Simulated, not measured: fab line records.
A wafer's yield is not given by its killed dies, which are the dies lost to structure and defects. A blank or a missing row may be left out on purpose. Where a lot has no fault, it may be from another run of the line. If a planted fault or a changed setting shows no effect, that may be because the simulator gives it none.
Matching of chambers :: flow n5Finfet :: cvdCo-02 running N5_BEOL_M3_CO_CAP_55: 3 sister chambers
The step material Co, precursor CCTBA/H2, target thk 2 nm, time 102.1 s. 3 wafers are shown with their chamber, then 9 later ones without.

== WAFERS PAIRED WITH THEIR CHAMBERS ==
wafer: L091.2
chamber: 1
heaterPowerW (W): 263

wafer: L091.5
chamber: 0
heaterPowerW (W): 241

wafer: L091.6
chamber: 2
heaterPowerW (W): 212

== WAFERS WHOSE CHAMBER IS MISSING ==
wafer: L090.2
heaterPowerW (W): 251

wafer: L090.4
heaterPowerW (W): 255

wafer: L090.5
heaterPowerW (W): 240

wafer: L092.4
heaterPowerW (W): 214

wafer: L092.5
heaterPowerW (W): 221

wafer: L092.6
heaterPowerW (W): 244

wafer: L095.1
heaterPowerW (W): 213

wafer: L095.3
heaterPowerW (W): 214

wafer: L095.4
heaterPowerW (W): 237

== WHICH CHAMBER EACH ONE RAN IN ==
wafer: L090.2
from the rows above: can't be placed: 0 or 1
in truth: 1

wafer: L090.4
from the rows above: can't be placed: 1 or 0
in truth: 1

wafer: L090.5
from the rows above: 0
in truth: 0

wafer: L092.4
from the rows above: 2
in truth: 2

wafer: L092.5
from the rows above: can't be placed: 2 or 0
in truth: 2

wafer: L092.6
from the rows above: 0
in truth: 0

wafer: L095.1
from the rows above: 2
in truth: 2

wafer: L095.3
from the rows above: 2
in truth: 2

wafer: L095.4
from the rows above: 0
in truth: 0
Correctly placed: 6 of 9. These rows do not allow placing 3 (true chamber among the candidates in 3). 0 placed wrongly.
How it was worked out, from the rows above alone: a wafer's distance from a chamber is the root of the sum, over the readings, of the square of ((its reading less the chamber's mean) divided by the reading's scatter). If the next closest chamber is less than 2 further off than the closest, the wafer can't be placed; otherwise it belongs to the closest. A chamber's mean is the mean of its shown wafers. The scatter: root of mean squared gap, hidden wafer to nearest shown wafer, with one shown wafer a chamber.
